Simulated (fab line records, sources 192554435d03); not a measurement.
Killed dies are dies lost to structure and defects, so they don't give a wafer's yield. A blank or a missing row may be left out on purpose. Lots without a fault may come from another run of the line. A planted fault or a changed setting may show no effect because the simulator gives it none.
Chamber matching | flow n5_finfet | N5_FIN_SAQP_PECVD_06 on pecvd-03: 3 sister chambers
The step deposits a-Si from SiH4/He, target thk 60 nm, time 48.1 s. 24 wafers are shown with their chamber, then 12 later ones without.

WAFERS WITH THEIR CHAMBER
wafer  | chamber | throttle_valve_pct (%) | heater_power_w (W) | showerhead_plenum_p_Torr (Torr)
L075.1 | 2       | 17.5                   | 668                | 5.72
L075.2 | 1       | 17.8                   | 801                | 5.72
L075.3 | 0       | 20.0                   | 725                | 5.69
L077.1 | 0       | 20.0                   | 741                | 5.69
L077.2 | 2       | 17.6                   | 721                | 5.71
L077.3 | 1       | 18.0                   | 921                | 5.72
L077.4 | 1       | 17.9                   | 954                | 5.70
L077.5 | 0       | 20.0                   | 738                | 5.69
L077.6 | 2       | 17.5                   | 716                | 5.71
L080.1 | 1       | 18.0                   | 847                | 5.73
L080.2 | 2       | 17.9                   | 784                | 5.72
L080.3 | 0       | 19.9                   | 746                | 5.70
L080.4 | 2       | 17.6                   | 627                | 5.72
L080.5 | 1       | 18.0                   | 848                | 5.73
L080.6 | 0       | 20.4                   | 754                | 5.70
L083.3 | 1       | 18.2                   | 884                | 5.71
L083.5 | 2       | 17.8                   | 765                | 5.71
L083.6 | 0       | 20.2                   | 800                | 5.70
L085.3 | 1       | 18.2                   | 812                | 5.70
L085.4 | 0       | 20.1                   | 822                | 5.69
L085.6 | 2       | 17.7                   | 756                | 5.72
L087.2 | 1       | 18.2                   | 945                | 5.72
L087.4 | 2       | 18.0                   | 761                | 5.73
L087.5 | 0       | 20.5                   | 794                | 5.71

SIGNATURES (means of the wafers above)
reading                  | chamber 0 | chamber 1 | chamber 2 | scatter within a chamber
throttle_valve_pct       | 20.137    | 18.038    | 17.700    | 0.185
heater_power_w           | 765.00    | 876.50    | 724.75    | 50.4
showerhead_plenum_p_Torr | 5.6963    | 5.7163    | 5.7175    | 0.00906
Rule: a wafer's distance from a chamber is the root of the sum, over the readings, of the square of ((its reading less the chamber's mean) divided by the reading's scatter). The wafer belongs to the nearest chamber; if the next one is less than 2 further off, it can't be placed. The scatter: the root of (the sum of the squares of (reading less its chamber's mean) over the shown wafers, divided by (wafers less chambers)).

WAFERS WITHOUT THEIR CHAMBER
wafer  | throttle_valve_pct (%) | heater_power_w (W) | showerhead_plenum_p_Torr (Torr)
L093.1 | 18.2                   | 860                | 5.71
L093.2 | 20.1                   | 675                | 5.72
L093.3 | 17.8                   | 773                | 5.71
L093.4 | 17.9                   | 754                | 5.72
L093.5 | 19.9                   | 682                | 5.70
L093.6 | 18.2                   | 883                | 5.72
L097.1 | 17.8                   | 755                | 5.72
L097.2 | 18.0                   | 916                | 5.71
L097.3 | 20.0                   | 706                | 5.69
L097.4 | 18.1                   | 944                | 5.70
L097.5 | 20.3                   | 685                | 5.70
L097.6 | 17.7                   | 769                | 5.71

WHICH CHAMBER EACH WENT THROUGH
wafer  | from the rows above     | in truth
L093.1 | 1                       | 1
L093.2 | 0                       | 0
L093.3 | can't be placed: 2 or 1 | 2
L093.4 | can't be placed: 2 or 1 | 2
L093.5 | 0                       | 0
L093.6 | 1                       | 1
L097.1 | can't be placed: 2 or 1 | 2
L097.2 | 1                       | 1
L097.3 | 0                       | 0
L097.4 | 1                       | 1
L097.5 | 0                       | 0
L097.6 | can't be placed: 2 or 1 | 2
Placed correctly: 8 of 12. Can't be placed from these rows: 4 (the true chamber is among the candidates in 4). Placed wrongly: 0.
